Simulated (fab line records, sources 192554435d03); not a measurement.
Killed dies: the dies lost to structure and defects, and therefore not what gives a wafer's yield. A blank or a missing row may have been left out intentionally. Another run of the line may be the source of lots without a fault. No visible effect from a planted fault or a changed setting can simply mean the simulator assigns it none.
Split-lot study | flow n5Finfet | route with 1938 steps; 7 lots, 39 wafers read

SPLIT DETAILS
At N5_DUMMY_GATE_ETCH_42 (etches SiO2 in CHF3/O2, target depth 3.5 nm, time 31 s), the setting biasW was moved away from the recipe's 12 W on 15 of the 39 wafers read, by -18.6% to +10.2%. For the rest of the wafers, this setting stayed at what the recipe calls for.

The reading is taken at the split's own step.

THE READING
rfVppV, in V, at N5_DUMMY_GATE_ETCH_42 (etches SiO2 in CHF3/O2, target depth 3.5 nm, time 31 s). Typical for fault-free wafers on this fab line: 42.2 V, with standard deviation 1.1 V.

wafer  | tool, chamber at the split | biasW as run, W | against the recipe | rfVppV, V | against lot-mates on the recipe
L075.1 | rieDiel-04, 2              | 12              | recipe             | 42.0      | -
L075.2 | rieDiel-04, 1              | 12              | recipe             | 42.1      | -
L075.3 | rieDiel-04, 0              | 12              | recipe             | 41.9      | -
L075.4 | rieDiel-04, 2              | 11.4            | -5.0%              | 39.5      | -2.5
L075.5 | rieDiel-04, 0              | 11.4            | -5.0%              | 40.5      | -1.5
L075.6 | rieDiel-04, 1              | 11.4            | -5.0%              | 40.8      | -1.2
L086.1 | rieDiel-04, 3              | 12.9            | +7.5%              | 46.8      | +4.9
L086.2 | rieDiel-04, 2              | 12              | recipe             | 42.3      | -
L086.3 | rieDiel-04, 0              | 12.9            | +7.5%              | 44.9      | +3.0
L086.4 | rieDiel-04, 1              | 12              | recipe             | 42.0      | -
L086.5 | rieDiel-04, 0              | 12              | recipe             | 41.3      | -
L086.6 | rieDiel-04, 3              | 12.9            | +7.5%              | 47.9      | +6.0
L089.1 | rieDiel-01, 2              | 12              | recipe             | 43.5      | -
L089.2 | rieDiel-01, 0              | 12              | recipe             | 42.8      | -
L089.3 | rieDiel-01, 3              | 12              | recipe             | 42.7      | -
L089.4 | rieDiel-01, 1              | 13.22           | +10.2%             | 44.4      | +1.4
L089.5 | rieDiel-01, 3              | 13.22           | +10.2%             | 45.1      | +2.1
L089.6 | rieDiel-01, 0              | 13.22           | +10.2%             | 46.5      | +3.5
L091.1 | rieDiel-06, 1              | 12              | recipe             | 42.1      | -
L091.4 | rieDiel-06, 2              | 12              | recipe             | 44.1      | -
L091.6 | rieDiel-06, 1              | 12              | recipe             | 43.3      | -
L093.1 | rieDiel-04, 1              | 12              | recipe             | 41.8      | -
L093.2 | rieDiel-04, 0              | 12              | recipe             | 42.0      | -
L093.3 | rieDiel-04, 3              | 12              | recipe             | 44.0      | -
L093.4 | rieDiel-04, 2              | 12              | recipe             | 41.1      | -
L093.5 | rieDiel-04, 3              | 12              | recipe             | 43.1      | -
L093.6 | rieDiel-04, 2              | 12              | recipe             | 40.9      | -
L095.1 | rieDiel-06, 0              | 9.773           | -18.6%             | 35.4      | -6.2
L095.2 | rieDiel-06, 1              | 12              | recipe             | 41.9      | -
L095.3 | rieDiel-06, 2              | 12              | recipe             | 41.6      | -
L095.4 | rieDiel-06, 3              | 9.773           | -18.6%             | 36.4      | -5.2
L095.5 | rieDiel-06, 2              | 12              | recipe             | 41.4      | -
L095.6 | rieDiel-06, 3              | 9.773           | -18.6%             | 34.7      | -6.9
L097.1 | rieDiel-04, 0              | 12              | recipe             | 43.5      | -
L097.2 | rieDiel-04, 2              | 10.48           | -12.7%             | 37.8      | -4.1
L097.3 | rieDiel-04, 3              | 10.48           | -12.7%             | 39.8      | -2.1
L097.4 | rieDiel-04, 1              | 12              | recipe             | 40.9      | -
L097.5 | rieDiel-04, 0              | 12              | recipe             | 41.2      | -
L097.6 | rieDiel-04, 1              | 10.48           | -12.7%             | 37.0      | -4.9

THE FIT
A straight line over all 39 wafers: rfVppV changes by +0.365 V for each +1% of biasW; r = +0.93; the points scatter about the line by 1.1 V.
The same after taking each lot's own level away (the mean of its wafers on the recipe; 39 wafers): +0.334 V for each +1%; r = +0.91; scatter 1.1 V.
According to that fit, moving biasW by its largest amount changes the reading by 6.2 V.
Across the lots, their own levels run from 41.63 to 43.17 V, a range of 1.4 times the standard deviation given above.
Hence the lot-to-lot level has little effect on the slope; both slopes agree.
Check: with one of the wafers moved furthest among these (-18.6%) left out of the fit, the line predicts -6.03 V for it against its lot-mates. Against them it came out at -6.23 V.
Tool readings at the split's step, against how far the setting was moved: rfVppV r = +0.93.

ADDITIONAL SPLITS CARRIED BY THESE WAFERS
Before the reading, these wafers also passed through other splits. Each is held against what the fit with the lots' levels taken away leaves over:
other split on the same wafers | wafers away from the commonest value | r with rfVppV (lot level and that fit taken away)
N5_WELL_APT_EXPOSE_05 doseMj   | 18                                   | +0.12

THE FILE'S OWN FIT
rfVppV changes by +0.329 V for each +1% of biasW, r = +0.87.
